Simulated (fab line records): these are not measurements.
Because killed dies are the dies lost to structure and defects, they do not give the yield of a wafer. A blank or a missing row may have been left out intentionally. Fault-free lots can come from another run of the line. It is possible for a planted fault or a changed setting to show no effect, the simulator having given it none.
Chamber matching -- flow n5 finfet -- N5_BEOL_M13_DEP_53 on pecvd-01: 3 sister chambers
The step deposits SiCN from 3MS/NH3, target thk 50 nm, time 17.8 s. 3 wafers are shown with their chamber, then 8 later ones without.

EACH WAFER AND ITS CHAMBER
wafer,chamber,throttle valve pct (%)
L083.5,2,18.2
L088.5,0,17.6
L094.1,1,20.9

WAFERS WITHOUT THEIR CHAMBER
wafer,throttle valve pct (%)
L094.5,18.5
L094.6,21.1
L095.2,21.2
L095.4,18.0
L095.6,21.2
L097.1,18.5
L097.2,21.1
L097.3,17.8

CHAMBER TAKEN BY EACH
wafer,from the rows above,in truth
L094.5,2,2
L094.6,1,1
L095.2,1,1
L095.4,can't be placed: 2 or 0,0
L095.6,1,1
L097.1,2,2
L097.2,1,1
L097.3,can't be placed: 0 or 2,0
Correct placement for 6 of the 8. Unplaceable from these rows: 2, with the true chamber sitting among the candidates in 2. Placed wrongly: 0.
How it was worked out, from the rows above alone: a wafer's distance from a chamber is the root of the sum, over the readings, of the square of ((its reading less the chamber's mean) divided by the reading's scatter). The wafer belongs to the nearest chamber; if the next one is less than 2 further off, it can't be placed. The mean given for a chamber averages the wafers shown for that chamber. The scatter: with one shown wafer a chamber, the root of the mean of the squares of how far each hidden wafer lies from its nearest shown one.
